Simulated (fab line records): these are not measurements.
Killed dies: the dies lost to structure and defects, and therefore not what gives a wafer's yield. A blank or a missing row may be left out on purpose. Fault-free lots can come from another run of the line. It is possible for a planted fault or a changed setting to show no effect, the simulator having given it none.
What tool caused it? / flow nandHarc / Sampling: 6 lots, 17 wafers, 5 of 1159 route steps

== WHAT THE GAUGES READ, wafer by wafer ==
NHARC_END_SORT_01.
lot=L774; measured=day 24 11:56; on=prober-02; killedAtArray=12 561

== WHICH TOOL RAN EACH LOT (tool, then ch and the chambers of the sampled wafers, then the start) ==
lot=L758; NHARC_A_STAIRCASE_TRIM_26=rieDiel-03 ch 0,1,3, day 11 04:26 or earlier; NHARC_A_STAIRCASE_STRIP_175=plasmaAsher-02 ch 0,1, day 11 04:26; NHARC_A_STAIRCASE_ETCH_188=rieDiel-03 ch 0,3, day 11 06:11; NHARC_A_STAIRCASE_ETCH_190=rieDiel-03 ch 0,2, no start
lot=L759; NHARC_A_STAIRCASE_TRIM_26=rieDiel-02 ch 1,2,3, day 11 22:12 or earlier; NHARC_A_STAIRCASE_STRIP_175=plasmaAsher-01 ch 0,1, day 11 22:12; NHARC_A_STAIRCASE_ETCH_188=rieDiel-11 ch 0,1, day 12 00:04; NHARC_A_STAIRCASE_ETCH_190=rieDiel-11 ch 0,3, no start
lot=L764; NHARC_A_STAIRCASE_TRIM_26=rieDiel-11 ch 1,2,3, day 12 23:01 or earlier; NHARC_A_STAIRCASE_STRIP_175=plasmaAsher-02 ch 0,1, day 12 23:01; NHARC_A_STAIRCASE_ETCH_188=rieDiel-11 ch 0,1,3, day 13 00:47; NHARC_A_STAIRCASE_ETCH_190=rieDiel-11 ch 1,2,3, no start
lot=L770; NHARC_A_STAIRCASE_TRIM_26=rieDiel-11 ch 1,2, day 14 05:44 or earlier; NHARC_A_STAIRCASE_STRIP_175=plasmaAsher-01 ch 0,1, day 14 05:44; NHARC_A_STAIRCASE_ETCH_188=rieDiel-03 ch 0,1, day 14 07:13; NHARC_A_STAIRCASE_ETCH_190=rieDiel-03 ch 1,2, no start
lot=L772; NHARC_A_STAIRCASE_TRIM_26=rieDiel-03 ch 0,2,3, day 15 00:19 or earlier; NHARC_A_STAIRCASE_STRIP_175=plasmaAsher-01 ch 0,1, day 15 00:19; NHARC_A_STAIRCASE_ETCH_188=rieDiel-03 ch 1,2,3, day 15 02:08; NHARC_A_STAIRCASE_ETCH_190=rieDiel-03 ch 1,2,3, no start
lot=L774; NHARC_A_STAIRCASE_TRIM_26=rieDiel-11 ch 0,3, day 15 12:14 or earlier; NHARC_A_STAIRCASE_STRIP_175=plasmaAsher-01 ch 0,1, day 15 12:14; NHARC_A_STAIRCASE_ETCH_188=rieDiel-11 ch 0,1, day 15 14:01; NHARC_A_STAIRCASE_ETCH_190=rieDiel-11 ch 0,1, day 24 11:56 or earlier
- NHARC_A_STAIRCASE_TRIM_26: chemistry O2, time 211.2 s.
- NHARC_A_STAIRCASE_STRIP_175: strips in O2.
- NHARC_A_STAIRCASE_ETCH_188: etches the open film in C4F8/O2, target depth 100 nm, time 40.5 s.
- NHARC_A_STAIRCASE_ETCH_190: etches the open film in C4F8/O2, target depth 100 nm, time 40.5 s.

== THE ANSWER, worked out from the rows above alone ==
Rule: the usual values come from the lots themselves. The widest of any qualifying gaps counts: lots, ordered by their means at a reading, are off when they make up no more than a third of the lots, leave a main group of 4 or more, and stand apart from it by 3 or more times the standard deviation of that group's means. A main group is skipped when, at the precision printed for the reading in the tables above, its means are all equal. A lot without any number at a reading at which 4 lots or more have one is off too. Where the step has rows for the other lots, those lots are counted as sound.
None of the lots is off at any reading shown; this tells nothing.

== WHAT WAS PUT IN BY THE SIMULATOR ==
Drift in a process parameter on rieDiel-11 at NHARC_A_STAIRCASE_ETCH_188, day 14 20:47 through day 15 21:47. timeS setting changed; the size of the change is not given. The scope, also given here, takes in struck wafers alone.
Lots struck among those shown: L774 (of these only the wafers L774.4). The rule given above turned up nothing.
